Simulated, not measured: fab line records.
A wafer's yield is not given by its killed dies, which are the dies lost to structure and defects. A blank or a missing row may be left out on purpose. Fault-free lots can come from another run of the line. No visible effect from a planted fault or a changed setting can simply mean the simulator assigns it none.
Lot-split experiment / flow n5 finfet / 39 wafers read across 7 lots, on a route 1938 steps long

SPLIT DETAILS
At N5_BEOL_M7_ILD_DEP_00 (deposits SiCOH lowk from DEMS/porogen, target thk 179.75 nm, time 33.4 s), the setting target thk a was moved away from the recipe's 1797.5 angstrom on 18 of the 39 wafers read, by -57.0% to +35.3%. All remaining wafers had this setting at the recipe value.

SPLIT TO READING: what lies between them in the file, 1 step
- N5_BEOL_M7_CURE_74: cures SiCOH lowk, time 240 s

THE READING
Values of M7_ILD_THK in nm from N5_BEOL_M7_THK_MEAS_01. A value of 155.4 nm with a standard deviation of 2.7 nm is what fault-free wafers of this fab line usually give.

wafer=L074.1; tool, chamber at the split=pecvd-02, 1; target thk a as run, angstrom=2394; against the recipe=+33.2%; M7_ILD_THK, nm=208.6; against lot-mates on the recipe=+51.7
wafer=L074.2; tool, chamber at the split=pecvd-02, 0; target thk a as run, angstrom=1797.5; against the recipe=recipe; M7_ILD_THK, nm=151.9; against lot-mates on the recipe=-
wafer=L074.3; tool, chamber at the split=pecvd-02, 1; target thk a as run, angstrom=1797.5; against the recipe=recipe; M7_ILD_THK, nm=159.2; against lot-mates on the recipe=-
wafer=L074.4; tool, chamber at the split=pecvd-02, 0; target thk a as run, angstrom=2394; against the recipe=+33.2%; M7_ILD_THK, nm=206.2; against lot-mates on the recipe=+49.3
wafer=L074.5; tool, chamber at the split=pecvd-02, 1; target thk a as run, angstrom=1797.5; against the recipe=recipe; M7_ILD_THK, nm=159.5; against lot-mates on the recipe=-
wafer=L074.6; tool, chamber at the split=pecvd-02, 0; target thk a as run, angstrom=2394; against the recipe=+33.2%; M7_ILD_THK, nm=208.3; against lot-mates on the recipe=+51.4
wafer=L082.1; tool, chamber at the split=pecvd-02, 1; target thk a as run, angstrom=1797.5; against the recipe=recipe; M7_ILD_THK, nm=157.1; against lot-mates on the recipe=-
wafer=L082.2; tool, chamber at the split=pecvd-02, 2; target thk a as run, angstrom=1354; against the recipe=-24.7%; M7_ILD_THK, nm=110.5; against lot-mates on the recipe=-44.4
wafer=L082.3; tool, chamber at the split=pecvd-02, 0; target thk a as run, angstrom=1354; against the recipe=-24.7%; M7_ILD_THK, nm=113.6; against lot-mates on the recipe=-41.3
wafer=L082.4; tool, chamber at the split=pecvd-02, 2; target thk a as run, angstrom=1797.5; against the recipe=recipe; M7_ILD_THK, nm=154.3; against lot-mates on the recipe=-
wafer=L082.5; tool, chamber at the split=pecvd-02, 0; target thk a as run, angstrom=1797.5; against the recipe=recipe; M7_ILD_THK, nm=153.3; against lot-mates on the recipe=-
wafer=L082.6; tool, chamber at the split=pecvd-02, 1; target thk a as run, angstrom=1354; against the recipe=-24.7%; M7_ILD_THK, nm=117.1; against lot-mates on the recipe=-37.8
wafer=L086.1; tool, chamber at the split=pecvd-03, 1; target thk a as run, angstrom=1797.5; against the recipe=recipe; M7_ILD_THK, nm=156.8; against lot-mates on the recipe=-
wafer=L086.2; tool, chamber at the split=pecvd-03, 2; target thk a as run, angstrom=2432; against the recipe=+35.3%; M7_ILD_THK, nm=212.1; against lot-mates on the recipe=+54.3
wafer=L086.3; tool, chamber at the split=pecvd-03, 0; target thk a as run, angstrom=2432; against the recipe=+35.3%; M7_ILD_THK, nm=208.0; against lot-mates on the recipe=+50.2
wafer=L086.4; tool, chamber at the split=pecvd-03, 1; target thk a as run, angstrom=1797.5; against the recipe=recipe; M7_ILD_THK, nm=157.1; against lot-mates on the recipe=-
wafer=L086.5; tool, chamber at the split=pecvd-03, 0; target thk a as run, angstrom=2432; against the recipe=+35.3%; M7_ILD_THK, nm=212.4; against lot-mates on the recipe=+54.6
wafer=L086.6; tool, chamber at the split=pecvd-03, 2; target thk a as run, angstrom=1797.5; against the recipe=recipe; M7_ILD_THK, nm=159.5; against lot-mates on the recipe=-
wafer=L089.1; tool, chamber at the split=pecvd-02, 2; target thk a as run, angstrom=1797.5; against the recipe=recipe; M7_ILD_THK, nm=151.3; against lot-mates on the recipe=-
wafer=L089.2; tool, chamber at the split=pecvd-02, 0; target thk a as run, angstrom=1797.5; against the recipe=recipe; M7_ILD_THK, nm=151.7; against lot-mates on the recipe=-
wafer=L089.3; tool, chamber at the split=pecvd-02, 1; target thk a as run, angstrom=1174; against the recipe=-34.7%; M7_ILD_THK, nm=102.4; against lot-mates on the recipe=-50.3
wafer=L089.4; tool, chamber at the split=pecvd-02, 2; target thk a as run, angstrom=1174; against the recipe=-34.7%; M7_ILD_THK, nm=97.9; against lot-mates on the recipe=-54.8
wafer=L089.5; tool, chamber at the split=pecvd-02, 0; target thk a as run, angstrom=1797.5; against the recipe=recipe; M7_ILD_THK, nm=155.1; against lot-mates on the recipe=-
wafer=L089.6; tool, chamber at the split=pecvd-02, 1; target thk a as run, angstrom=1174; against the recipe=-34.7%; M7_ILD_THK, nm=102.5; against lot-mates on the recipe=-50.2
wafer=L093.1; tool, chamber at the split=pecvd-03, 2; target thk a as run, angstrom=1797.5; against the recipe=recipe; M7_ILD_THK, nm=152.8; against lot-mates on the recipe=-
wafer=L093.5; tool, chamber at the split=pecvd-03, 2; target thk a as run, angstrom=1797.5; against the recipe=recipe; M7_ILD_THK, nm=156.5; against lot-mates on the recipe=-
wafer=L093.6; tool, chamber at the split=pecvd-03, 0; target thk a as run, angstrom=1797.5; against the recipe=recipe; M7_ILD_THK, nm=153.1; against lot-mates on the recipe=-
wafer=L094.1; tool, chamber at the split=pecvd-02, 0; target thk a as run, angstrom=1797.5; against the recipe=recipe; M7_ILD_THK, nm=153.3; against lot-mates on the recipe=-
wafer=L094.2; tool, chamber at the split=pecvd-02, 1; target thk a as run, angstrom=772.4; against the recipe=-57.0%; M7_ILD_THK, nm=69.9; against lot-mates on the recipe=-86.2
wafer=L094.3; tool, chamber at the split=pecvd-02, 2; target thk a as run, angstrom=772.4; against the recipe=-57.0%; M7_ILD_THK, nm=65.5; against lot-mates on the recipe=-90.6
wafer=L094.4; tool, chamber at the split=pecvd-02, 2; target thk a as run, angstrom=1797.5; against the recipe=recipe; M7_ILD_THK, nm=155.1; against lot-mates on the recipe=-
wafer=L094.5; tool, chamber at the split=pecvd-02, 1; target thk a as run, angstrom=1797.5; against the recipe=recipe; M7_ILD_THK, nm=159.9; against lot-mates on the recipe=-
wafer=L094.6; tool, chamber at the split=pecvd-02, 0; target thk a as run, angstrom=772.4; against the recipe=-57.0%; M7_ILD_THK, nm=67.0; against lot-mates on the recipe=-89.1
wafer=L095.1; tool, chamber at the split=pecvd-02, 2; target thk a as run, angstrom=1797.5; against the recipe=recipe; M7_ILD_THK, nm=154.4; against lot-mates on the recipe=-
wafer=L095.2; tool, chamber at the split=pecvd-02, 0; target thk a as run, angstrom=1312; against the recipe=-27.0%; M7_ILD_THK, nm=113.7; against lot-mates on the recipe=-45.2
wafer=L095.3; tool, chamber at the split=pecvd-02, 1; target thk a as run, angstrom=1797.5; against the recipe=recipe; M7_ILD_THK, nm=161.3; against lot-mates on the recipe=-
wafer=L095.4; tool, chamber at the split=pecvd-02, 2; target thk a as run, angstrom=1312; against the recipe=-27.0%; M7_ILD_THK, nm=114.9; against lot-mates on the recipe=-44.0
wafer=L095.5; tool, chamber at the split=pecvd-02, 1; target thk a as run, angstrom=1797.5; against the recipe=recipe; M7_ILD_THK, nm=160.9; against lot-mates on the recipe=-
wafer=L095.6; tool, chamber at the split=pecvd-02, 0; target thk a as run, angstrom=1312; against the recipe=-27.0%; M7_ILD_THK, nm=115.3; against lot-mates on the recipe=-43.6

THE FIT
A straight line over all 39 wafers: M7_ILD_THK changes by +1.57 nm for each +1% of target thk a; r = +1.00; the points scatter about the line by 2.9 nm.
The same after taking each lot's own level away (the mean of its wafers on the recipe; 39 wafers): +1.55 nm for each +1%; r = +1.00; scatter 2.5 nm.
The reading moves by 88 nm for the largest change in target thk a, on that fit.
From 152.70 to 158.87 nm: that is the span of the lots' own levels, equal to 2.3 times the standard deviation above.
Consequently the slope shifts little with the lot-to-lot level, the two slopes agreeing.
Check: -89 nm against its lot-mates is what the line predicts for one of the wafers moved furthest among these (-57.0%) when that wafer is left out of the fit. It came out at -86.2 nm against them.

FURTHER SPLITS ON THESE WAFERS
Note: prior to the reading, these wafers also went through further splits. Each is held against what the fit with the lots' levels taken away leaves over:
other split on the same wafers=N5_FIN_SAQP_ETCH_65 time s; wafers away from the commonest value=12; r with M7_ILD_THK (lot level and that fit taken away)=+0.20
other split on the same wafers=N5_SD_EPI_N_ETCH_16 target depth a; wafers away from the commonest value=15; r with M7_ILD_THK (lot level and that fit taken away)=+0.10
other split on the same wafers=N5_BEOL_M0_SAQP_ETCH_106 target depth a; wafers away from the commonest value=15; r with M7_ILD_THK (lot level and that fit taken away)=+0.28
other split on the same wafers=N5_BEOL_M0_ALD_136 ald cycles; wafers away from the commonest value=6; r with M7_ILD_THK (lot level and that fit taken away)=+0.02
other split on the same wafers=N5_BEOL_M5_HM_DEP_02 target thk a; wafers away from the commonest value=12; r with M7_ILD_THK (lot level and that fit taken away)=+0.10

THE WHOLE CHAIN: every reading that the file lists as answering this split, in the file's order
step=N5_BEOL_M7_ILD_DEP_00; what it does=deposits SiCOH lowk from DEMS/porogen, target thk 179.75 nm, time 33.4 s; reading=SiCOH_lowk_of_BEOL_M7_ILD_DEP_00.thk nm (the simulator's own value, which no gauge read); change (the file's fit)=+1.78 nm for each +1% of the setting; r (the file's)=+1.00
step=N5_BEOL_M7_CURE_74; what it does=cures SiCOH lowk, time 240 s; reading=SiCOH_lowk_of_BEOL_M7_ILD_DEP_00.thk nm (the simulator's own value, which no gauge read); change (the file's fit)=+1.55 nm for each +1% of the setting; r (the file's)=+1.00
step=N5_BEOL_M7_THK_MEAS_01; what it does=; reading=M7_ILD_THK; change (the file's fit)=+1.55 for each +1% of the setting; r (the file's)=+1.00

THE FILE'S OWN FIT
M7_ILD_THK changes by +1.55 nm for each +1% of target thk a, r = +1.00.
